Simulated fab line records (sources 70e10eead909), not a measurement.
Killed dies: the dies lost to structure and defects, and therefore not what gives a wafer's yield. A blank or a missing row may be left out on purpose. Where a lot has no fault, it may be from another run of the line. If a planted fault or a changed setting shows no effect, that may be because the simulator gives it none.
2 desks, one fault || flow nand-harc || every desk sees just its own numbers, and what lay behind them comes last

== TOOL OWNER'S DESK, ald-metal-02 ==
The tool's own readings at NHARC_A_BLC_ALD_23 (deposits TiN, target thk 3 nm, pulse time 1 s, ald cycles 150): means of the sampled wafers that have a number, for each lot that ran on this tool. Marked OUT: a lot whose mean sits more than 4 standard deviations from the usual mean, which makes it out of limits; the brackets give that distance.
Columns: A = heater-power-outer-w at NHARC_A_BLC_ALD_23, usual 682 W; B = heater-power-w at NHARC_A_BLC_ALD_23, usual 1079 W; C = precursor-pulse-height-rel at NHARC_A_BLC_ALD_23, usual 1.000; D = susceptor-temp-C at NHARC_A_BLC_ALD_23, usual 449.96 C
{"lot": "L681", "first seen here": "day 18 14:26", "A": 742, "B": 1213, "C": 1.014, "D": 449.87}
{"lot": "L680", "first seen here": "day 18 22:24", "A": 735, "B": 1218, "C": 0.993, "D": 449.99}
{"lot": "L689", "first seen here": "day 20 07:01", "A": 749, "B": 1210, "C": 1.009, "D": 449.89}
{"lot": "L688", "first seen here": "day 20 10:58", "A": 744, "B": 1224, "C": 0.995, "D": "-"}
This desk's finding: nothing out of limits on any of the 4 lots.

== FROM THE METROLOGY DESK ==
What the gauges read, lot by lot, whatever tool the lot ran on: means of the sampled wafers that have a number. Marked OUT: a lot whose mean sits more than 4 standard deviations from the usual mean, which makes it out of limits; the brackets give that distance.
Columns: A = cd-nm at NHARC_A_BLC_CD_MEAS_10, usual 99.9 nm; B = overlay-x-nm at NHARC_A_BLC_OVL_MEAS_11, usual 0.1 nm; C = overlay-y-nm at NHARC_A_BLC_OVL_MEAS_11, usual 0.1 nm
{"lot": "L678", "first seen here": "day 17 18:10", "A": 100.1, "B": 0.2, "C": 0.8}
{"lot": "L677", "first seen here": "day 17 18:35", "A": 99.6, "B": 1.0, "C": 0.9}
{"lot": "L679", "first seen here": "day 18 11:38", "A": 99.4, "B": 0.1, "C": 0.3}
{"lot": "L681", "first seen here": "day 18 12:25", "A": 99.6, "B": 0.1, "C": 0.4}
{"lot": "L680", "first seen here": "day 18 20:17", "A": 100.5, "B": 0.6, "C": -0.8}
{"lot": "L682", "first seen here": "day 19 10:56", "A": 99.7, "B": -0.9, "C": 0.7}
{"lot": "L689", "first seen here": "day 20 04:51", "A": 101.1, "B": 0.2, "C": -1.1}
{"lot": "L688", "first seen here": "day 20 08:53", "A": 100.1, "B": 0.2, "C": -0.2}
{"lot": "L693", "first seen here": "day 21 11:32", "A": 100.0, "B": -2.0, "C": 0.1}
{"lot": "L696", "first seen here": "day 21 22:42", "A": 99.5, "B": 0.7, "C": 0.0}
{"lot": "L697", "first seen here": "day 22 02:46", "A": 100.6, "B": 0.4, "C": 0.5}
{"lot": "L698", "first seen here": "day 22 03:57", "A": 99.6, "B": -0.6, "C": -1.8}
{"lot": "L699", "first seen here": "day 23 11:33", "A": 99.1, "B": 1.2, "C": 1.2}
This desk's finding: nothing out of limits on any of the 13 lots.

== TAKEN TOGETHER ==
Nothing out of limits was seen by the tool owner's desk.
From the metrology desk's view, nothing was out of limits.

== WHAT THE SIMULATOR HAD PUT IN ==
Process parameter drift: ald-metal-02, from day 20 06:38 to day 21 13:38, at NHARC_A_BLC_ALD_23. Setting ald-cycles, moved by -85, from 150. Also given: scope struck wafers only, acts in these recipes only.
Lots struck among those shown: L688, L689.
